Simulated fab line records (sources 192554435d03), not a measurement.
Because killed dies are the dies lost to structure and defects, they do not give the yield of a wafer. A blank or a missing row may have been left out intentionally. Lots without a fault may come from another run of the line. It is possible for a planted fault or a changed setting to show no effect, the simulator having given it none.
Matching of chambers | flow n5-finfet | N5_BEOL_M7_ILD_DEP_00 on pecvd-03 has 3 sister chambers
The step deposits SiCOH lowk from DEMS/porogen, target thk 179.75 nm, time 33.4 s. 3 wafers are shown with their chamber, then 11 later ones without.

## WAFERS PAIRED WITH THEIR CHAMBERS
wafer  | chamber | heater-power-w (W)
L086.4 | 2       | 299
L088.5 | 0       | 281
L087.2 | 1       | 243

## WAFERS WITHOUT THEIR CHAMBER
wafer  | heater-power-w (W)
L087.3 | 318
L087.4 | 315
L089.1 | 323
L089.3 | 284
L089.4 | 230
L095.2 | 314
L095.4 | 311
L095.6 | 235
L096.1 | 264
L096.2 | 210
L096.6 | 275

## CHAMBER TAKEN BY EACH
wafer  | from the rows above          | in truth
L087.3 | can't be placed: 2 or 0      | 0
L087.4 | can't be placed: 2 or 0      | 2
L089.1 | can't be placed: 2 or 0      | 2
L089.3 | can't be placed: 0 or 2      | 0
L089.4 | 1                            | 1
L095.2 | can't be placed: 2 or 0      | 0
L095.4 | can't be placed: 2 or 0      | 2
L095.6 | 1                            | 1
L096.1 | can't be placed: 0 or 1 or 2 | 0
L096.2 | 1                            | 1
L096.6 | can't be placed: 0 or 2 or 1 | 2
Correct placement for 3 of the 11. Not placeable from these rows: 8 (in 8, the candidates include the true chamber). 0 placed wrongly.
How it was worked out, from the rows above alone: a wafer's distance from a chamber is the root of the sum, over the readings, of the square of ((its reading less the chamber's mean) divided by the reading's scatter). If the next closest chamber is less than 2 further off than the closest, the wafer can't be placed; otherwise it belongs to the closest. Each chamber's mean is taken over the wafers shown for it. The scatter (one wafer shown for each chamber): square how far every hidden wafer sits from the nearest shown wafer, average those squares and take the square root.
